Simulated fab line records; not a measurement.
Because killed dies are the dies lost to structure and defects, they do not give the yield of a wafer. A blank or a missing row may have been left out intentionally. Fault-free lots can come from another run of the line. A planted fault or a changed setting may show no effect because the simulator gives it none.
Split-lot study    flow n5-finfet    route with 1938 steps; 7 lots, 21 wafers read

== SPLIT DETAILS ==
At N5_HKMG_FIN_ETCH_54 (etches SiARC in CF4, target depth 45.5 nm, time 75.8 s), the setting source-w was moved away from the recipe's 545 W on 8 of the 21 wafers read, by -14.0% to +15.9%. For the rest of the wafers, this setting stayed at what the recipe calls for.

Reading taken at the split's own step.

== THE READING ==
rf-vpp-V, in V, at N5_HKMG_FIN_ETCH_54 (etches SiARC in CF4, target depth 45.5 nm, time 75.8 s). A value of 184.0 V with a standard deviation of 0.92 V is what fault-free wafers of this fab line usually give.

wafer   tool, chamber at the split  source-w as run, W  against the recipe  rf-vpp-V, V  against lot-mates on the recipe
L075.1  rie-diel-05, 2              545                 recipe              184.5        -
L075.3  rie-diel-05, 3              545                 recipe              183.4        -
L075.4  rie-diel-05, 0              545                 recipe              184.6        -
L078.1  rie-diel-01, 1              468.7               -14.0%              193.9        +9.7
L078.2  rie-diel-01, 0              545                 recipe              184.5        -
L078.6  rie-diel-01, 3              545                 recipe              183.9        -
L085.1  rie-diel-01, 0              484.6               -11.1%              192.5        +8.2
L085.5  rie-diel-01, 0              545                 recipe              184.3        -
L085.6  rie-diel-01, 1              545                 recipe              184.2        -
L087.3  rie-diel-01, 0              545                 recipe              183.9        -
L087.4  rie-diel-01, 3              545                 recipe              183.9        -
L087.6  rie-diel-01, 2              545                 recipe              183.8        -
L092.1  rie-diel-05, 3              631.8               +15.9%              176.1        -8.2
L092.3  rie-diel-05, 2              631.8               +15.9%              174.9        -9.4
L092.6  rie-diel-05, 0              545                 recipe              184.3        -
L093.3  rie-diel-05, 2              592.7               +8.8%               179.4        -5.8
L093.4  rie-diel-05, 1              592.7               +8.8%               179.1        -6.1
L093.6  rie-diel-05, 2              545                 recipe              185.2        -
L097.3  rie-diel-06, 1              472.3               -13.3%              191.5        +6.7
L097.5  rie-diel-06, 3              472.3               -13.3%              192.6        +7.8
L097.6  rie-diel-06, 2              545                 recipe              184.8        -

FIT RESULTS
A straight line over all 21 wafers: rf-vpp-V changes by -0.599 V for each +1% of source-w; r = -0.99; the points scatter about the line by 0.68 V.
The same after taking each lot's own level away (the mean of its wafers on the recipe; 21 wafers): -0.603 V for each +1%; r = -0.99; scatter 0.72 V.
On that fit, the largest move of source-w shifts the reading by 9.6 V.
The span of the lots' own levels, 183.87 to 185.20 V, comes to 1.4 times the standard deviation stated above.
Hence the lot-to-lot level has little effect on the slope; both slopes agree.
Check: with one of the wafers moved furthest among these (+15.9%) left out of the fit, the line predicts -9.95 V for it against its lot-mates. It came out at -8.2 V against them.
Tool readings at the split's step, against how far the setting was moved: etch-rf-on-time-s r = -0.92; rf-vpp-V r = -0.99.

== THE OTHER SPLITS THESE WAFERS WENT THROUGH ==
These wafers also went through other splits before the reading. Each is held against what the fit with the lots' levels taken away leaves over:
other split on the same wafers  wafers away from the commonest value  r with rf-vpp-V (lot level and that fit taken away)
N5_SD_EPI_P_PEB_07 peb-time-s   8                                     +0.33

== THE WHOLE CHAIN: every reading that the file lists as answering this split, in the file's order ==
step                 what it does                                            reading            change (the file's fit)               r (the file's)
N5_HKMG_FIN_ETCH_54  etches SiARC in CF4, target depth 45.5 nm, time 75.8 s  etch-rf-on-time-s  withheld for each +1% of the setting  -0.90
N5_HKMG_FIN_ETCH_54  etches SiARC in CF4, target depth 45.5 nm, time 75.8 s  rf-vpp-V           -0.625 V for each +1% of the setting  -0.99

== FILE'S OWN FIT ==
rf-vpp-V changes by -0.625 V for each +1% of source-w, r = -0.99.
